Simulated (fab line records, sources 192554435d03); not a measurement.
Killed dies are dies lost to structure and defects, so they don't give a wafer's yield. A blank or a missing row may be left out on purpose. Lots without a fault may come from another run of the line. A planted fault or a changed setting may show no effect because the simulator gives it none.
Chamber matching | flow n5_finfet | N5_STI_FIN_REVEAL_CMP_04 on cmp-04: 4 sister chambers
The step polishes, stops on Si3N4, t overpolish 4 s, target thk 131.83 nm. 8 wafers are shown with their chamber, then 7 later ones without.

WAFERS WITH THEIR CHAMBER
wafer  | chamber | motor_current_A (A) | time_to_endpoint_s (s)
L076.4 | 2       | 7.1                 | 106
L076.6 | 3       | 7.3                 | 108
L077.3 | 2       | 6.9                 | 109
L077.6 | 1       | 8.2                 | 114
L080.4 | 1       | 8.4                 | 111
L080.6 | 0       | 7.2                 | 108
L082.1 | 0       | 7.2                 | 111
L082.4 | 3       | 7.5                 | 111

WAFERS WITHOUT THEIR CHAMBER
wafer  | motor_current_A (A) | time_to_endpoint_s (s)
L082.5 | 7.1                 | 108
L083.1 | 7.3                 | 107
L083.2 | 7.1                 | 108
L083.5 | 8.6                 | 111
L088.2 | 7.5                 | 107
L088.5 | 7.1                 | 106
L088.6 | 7.5                 | 107

WHICH CHAMBER EACH WENT THROUGH
wafer  | from the rows above          | in truth
L082.5 | can't be placed: 2 or 0 or 3 | 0
L083.1 | can't be placed: 0 or 3 or 2 | 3
L083.2 | can't be placed: 2 or 0 or 3 | 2
L083.5 | 1                            | 1
L088.2 | can't be placed: 3 or 0      | 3
L088.5 | can't be placed: 2 or 0 or 3 | 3
L088.6 | can't be placed: 3 or 0      | 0
Placed correctly: 1 of 7. Can't be placed from these rows: 6 (the true chamber is among the candidates in 6). Placed wrongly: 0.
How it was worked out, from the rows above alone: a wafer's distance from a chamber is the root of the sum, over the readings, of the square of ((its reading less the chamber's mean) divided by the reading's scatter). The wafer belongs to the nearest chamber; if the next one is less than 2 further off, it can't be placed. A chamber's mean is the mean of its shown wafers. The scatter: the root of (the sum of the squares of (reading less its chamber's mean) over the shown wafers, divided by (wafers less chambers)).
